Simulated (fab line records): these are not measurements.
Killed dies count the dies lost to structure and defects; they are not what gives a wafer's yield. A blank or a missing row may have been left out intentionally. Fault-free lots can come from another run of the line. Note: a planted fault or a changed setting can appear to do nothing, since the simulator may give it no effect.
Split-lot experiment ; flow n5 finfet ; 39 wafers read from 7 lots, route of 1938 steps

== THE SPLIT ITSELF ==
At N5_DUMMY_GATE_CVD_03 (deposits a-Si from SiH4, target thk 150 nm, time 8042 s), the setting target thk a was moved away from the recipe's 1500 angstrom on 12 of the 39 wafers read, by -9.1% to +7.3%. All remaining wafers had this setting at the recipe value.

Reading taken at the split's own step.

== THE READING ==
a-Si_of_DUMMY_GATE_CVD_03.thk nm (the simulator's own value, which no gauge read), in nm, at N5_DUMMY_GATE_CVD_03 (deposits a-Si from SiH4, target thk 150 nm, time 8042 s). No usual value for it is given in the file. Across the 27 wafers here that went through the recipe, the average is 149.7 nm and the standard deviation 1.8 nm.

wafer;tool, chamber at the split;target thk a as run, angstrom;against the recipe;a-Si_of_DUMMY_GATE_CVD_03.thk nm, nm;against lot-mates on the recipe
L075.1;-, -;1500;recipe;149;-
L075.2;-, -;1500;recipe;148;-
L075.3;-, -;1500;recipe;147.2;-
L075.4;-, -;1500;recipe;148.2;-
L075.5;-, -;1500;recipe;147;-
L075.6;-, -;1500;recipe;147.8;-
L079.1;-, -;1500;recipe;152.6;-
L079.6;-, -;1500;recipe;152.6;-
L079.2;-, -;1500;recipe;153.4;-
L079.3;-, -;1500;recipe;151.8;-
L079.4;-, -;1500;recipe;152.2;-
L079.5;-, -;1500;recipe;152.4;-
L081.1;lpcvd-02, 1/15;1500;recipe;150.6;-
L081.3;lpcvd-02, 1/25;1500;recipe;149.4;-
L081.4;lpcvd-02, 1/29;1500;recipe;151;-
L082.1;-, -;1500;recipe;149.2;-
L082.2;-, -;1500;recipe;148.4;-
L082.6;-, -;1500;recipe;148.4;-
L082.3;-, -;1500;recipe;148.8;-
L082.4;-, -;1500;recipe;150.4;-
L082.5;-, -;1500;recipe;148.6;-
L089.1;-, -;1363;-9.1%;136.6;no lot-mate on the recipe
L089.2;-, -;1363;-9.1%;134.4;no lot-mate on the recipe
L089.3;-, -;1363;-9.1%;134.4;no lot-mate on the recipe
L089.4;-, -;1363;-9.1%;136.4;no lot-mate on the recipe
L089.5;-, -;1363;-9.1%;136;no lot-mate on the recipe
L089.6;-, -;1363;-9.1%;135.2;no lot-mate on the recipe
L093.1;-, -;1609;+7.3%;161.6;no lot-mate on the recipe
L093.2;-, -;1609;+7.3%;160;no lot-mate on the recipe
L093.5;-, -;1609;+7.3%;160;no lot-mate on the recipe
L093.3;-, -;1609;+7.3%;160.6;no lot-mate on the recipe
L093.4;-, -;1609;+7.3%;160.4;no lot-mate on the recipe
L093.6;-, -;1609;+7.3%;161.2;no lot-mate on the recipe
L094.1;-, -;1500;recipe;149.4;-
L094.4;-, -;1500;recipe;149.4;-
L094.2;-, -;1500;recipe;148;-
L094.3;-, -;1500;recipe;149.2;-
L094.5;-, -;1500;recipe;150;-
L094.6;-, -;1500;recipe;148.6;-

FIT RESULTS
A straight line over all 39 wafers: a-Si_of_DUMMY_GATE_CVD_03.thk nm changes by +1.53 nm for each +1% of target thk a; r = +0.98; the points scatter about the line by 1.6 nm.
Too few moved wafers with a lot-mate on the recipe to fit a line net of each lot's own level.

== FILE'S OWN FIT ==
a-Si_of_DUMMY_GATE_CVD_03.thk nm changes by +1.53 nm for each +1% of target thk a, r = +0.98.
